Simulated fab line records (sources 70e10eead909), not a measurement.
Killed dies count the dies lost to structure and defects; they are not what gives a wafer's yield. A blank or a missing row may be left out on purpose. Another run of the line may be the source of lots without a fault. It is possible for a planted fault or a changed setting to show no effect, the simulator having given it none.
A struck lot beside a sound one ; flow nandHarc ; 18 steps out of a route of 1159
Sound: these wafers, L238.3, L238.4, L238.5. Struck: wafers L252.2, L252.3, L252.6. Last of all comes the cause.
Each step with rows lists, per side, the tool, then ch with its chambers, then its first start. Under that, the readings that differ: sound wafers ; struck wafers ; difference of the means ; sigmas: that difference in standard deviations of wafers without a fault.
alike: words and numbers the same on both sides, and readings whose means are apart by under 2 such deviations; not compared: readings that were withheld, readings missing a value for some wafer, numbers with overlapping values and no deviation given by the record, and bounds like >300 which may hide the same value.
The two part at a step that has a row with sigmas, a row that says differs or no value, or rows on one side only. Numbers that don't overlap but have no deviation are shown without sigmas and don't part them. A reading that every wafer of one side lacks parts them only if that side has two wafers or more.

NHARC_P_ZERO_WELL_CD_MEAS_11 targets a cd of 500 nm.
  sound on cdSem-02 ch 0, day 1 19:17; struck on cdSem-02 ch 0, day 5 07:14
  alike: cdNm
then, 1 step without rows for these wafers: NHARC_P_ZERO_WELL_HARDBAKE_12 (time 65 s).
NHARC_P_ZERO_WELL_DESCUM_13: chemistry O2, time 3 s.
  sound on rieDiel-05 ch 1,2, day 1 19:27; struck on rieDiel-12 ch 0,3, day 5 07:24
reading;sound;struck;difference;sigmas
oesProductAu (a.u.);1.018 0.991 1.008;0.981 0.992 0.983;-0.020;-2
  alike: drypumpMotorCurrentA, rfVppV, showerheadPlenumPTorr, throttleValvePct
  not compared: rfHoursCounterH
NHARC_P_ZERO_WELL_ETCH_65: etches the open film in N2/H2, target depth 80 nm, overetch 24 nm, time 87.88 s.
  sound on rieDiel-05 ch 0,3, day 1 19:32; struck on rieDiel-12 ch 0,2,3, day 5 07:29
  alike: drypumpMotorCurrentA, h2FlowSccm, oesProductAu, rfVppV, showerheadPlenumPTorr, throttleValvePct
  not compared: rfHoursCounterH
NHARC_P_ZERO_WELL_ETCH_62: etches the open film in CHF3/Ar, target depth 13 nm, time 6.5 s.
  sound on rieDiel-05 ch 1,3; struck on rieDiel-12 ch 0,1,3
  alike: chf3FlowSccm, drypumpMotorCurrentA, oesProductAu, rfVppV, showerheadPlenumPTorr, throttleValvePct
  not compared: rfHoursCounterH
NHARC_P_ZERO_WELL_ETCH_63: etches the open film in HBr/Cl2, target depth 120 nm, time 40.1 s.
  sound on rieSi-03 ch 1,3, day 1 19:42; struck on rieSi-02 ch 0,1,2, day 5 07:41
  alike: drypumpMotorCurrentA, hbrFlowSccm, oesProductAu, throttleValvePct
  not compared: rfHoursCounterH
then, 6 steps without rows for these wafers: NHARC_P_ZERO_WELL_STRIP_15 (strips in SPM, time 900 s); NHARC_P_ZERO_WELL_DEHYDRATE_16 (time 120 s); NHARC_P_ZERO_WELL_HMDS_17 (time 30 s); NHARC_P_ZERO_WELL_COAT_18; NHARC_P_ZERO_WELL_SOFTBAKE_19 (time 95 s); NHARC_P_ZERO_WELL_EBR_20.
NHARC_P_ZERO_WELL_EXPOSE_21: exposes mask P NWELL, target cd 720 nm.
  sound on krfScanner-04 ch 0, day 1 20:29; struck on krfScanner-04 ch 0, day 5 08:26
reading;sound;struck;difference;sigmas
mask;P_NWELL#0 P_NWELL#0 P_NWELL#0;P_PWELL#0 P_PWELL#0 P_PWELL#0;differs;
then, 2 steps without rows for these wafers: NHARC_P_ZERO_WELL_PEB_22 (peb time 85 s); NHARC_P_ZERO_WELL_DEVELOP_23 (time 70 s).
NHARC_P_ZERO_WELL_CD_MEAS_24 targets a cd of 720 nm.
  sound on cdSem-03 ch 0, day 1 20:38; struck on cdSem-02 ch 0, day 5 08:35
reading;sound;struck;difference;sigmas
cdNm (nm);722.7 721.4 719.0;- - -;no value on the struck wafers;
then, 1 step without rows for these wafers: NHARC_P_ZERO_WELL_HARDBAKE_25 (time 80 s).
-- jump in the record: it breaks off in module P_ZERO_WELL and resumes in module END (first step shown: number 1159 of the route), and 18 days separate the struck wafers' starts before and after --
NHARC_END_SORT_01:
  at this point the record logs the struck wafers (prober-02 ch 0, day 22 21:38) and has no rows for the sound ones

WHERE THEY PART
Earliest at NHARC_P_ZERO_WELL_DESCUM_13; latest, in this record, at NHARC_END_SORT_01.

WHY: what had been put in by the simulator
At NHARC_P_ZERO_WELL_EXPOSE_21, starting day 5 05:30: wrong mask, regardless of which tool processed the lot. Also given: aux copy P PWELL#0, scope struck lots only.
